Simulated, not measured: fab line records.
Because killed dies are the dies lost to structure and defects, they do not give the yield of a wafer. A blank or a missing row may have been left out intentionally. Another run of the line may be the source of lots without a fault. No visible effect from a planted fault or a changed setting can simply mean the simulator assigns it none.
One fault through the eyes of 2 desks | flow n5-finfet | each desk holds nothing but its own numbers, with what lay behind them at the end

THE METROLOGY DESK
Means of the sampled wafers that have a number, per lot and without regard to the tool the lot ran on: this is what the gauges read. Marked OUT: a lot whose mean sits more than 4 standard deviations from the usual mean, which makes it out of limits; the brackets give that distance.
Columns: A = NWELL_OVL at N5_WELL_APT_OVL_MEAS_09, usual -1 nm
lot  | first seen here | A
L541 | day 1 13:43     | -7
L542 | day 1 20:04     | 2
L544 | day 2 07:59     | -11
L547 | day 3 01:43     | -3
L548 | day 3 07:43     | -4
L549 | day 3 14:10     | -4
L551 | day 4 01:46     | 0
L552 | day 4 07:55     | 1
L560 | day 6 08:02     | 3
L561 | day 6 13:37     | -6
L563 | day 7 01:36     | 1
L564 | day 7 07:56     | 3
This desk's finding: nothing out of limits on any of the 12 lots.

TOOL OWNER'S DESK, implanter-01
The tool's own readings at N5_WELL_APT_IMPLANT_32, given as means over the sampled wafers that have a number, one for each lot that went through this tool. Marked OUT: a lot whose mean sits more than 4 standard deviations from the usual mean, which makes it out of limits; the brackets give that distance.
Columns: A = beam-energy-keV at N5_WELL_APT_IMPLANT_32, usual 50.003; B = beam-on-s at N5_WELL_APT_IMPLANT_32, usual 10.01 s
lot  | first seen here | A      | B
L541 | day 1 15:12     | 49.992 | 10.02
L542 | day 1 21:52     | 50.005 | 10.16
L544 | day 2 09:53     | 50.012 | 9.88
L561 | day 6 15:31     | 50.007 | 9.87
L563 | day 7 03:16     | 49.990 | 10.10
This desk's finding: nothing out of limits on any of the 5 lots.

TAKEN TOGETHER
Metrology desk: nothing out of limits seen.
The desk of the tool owner found nothing out of limits.

WHAT HAD BEEN PUT IN BY THE SIMULATOR
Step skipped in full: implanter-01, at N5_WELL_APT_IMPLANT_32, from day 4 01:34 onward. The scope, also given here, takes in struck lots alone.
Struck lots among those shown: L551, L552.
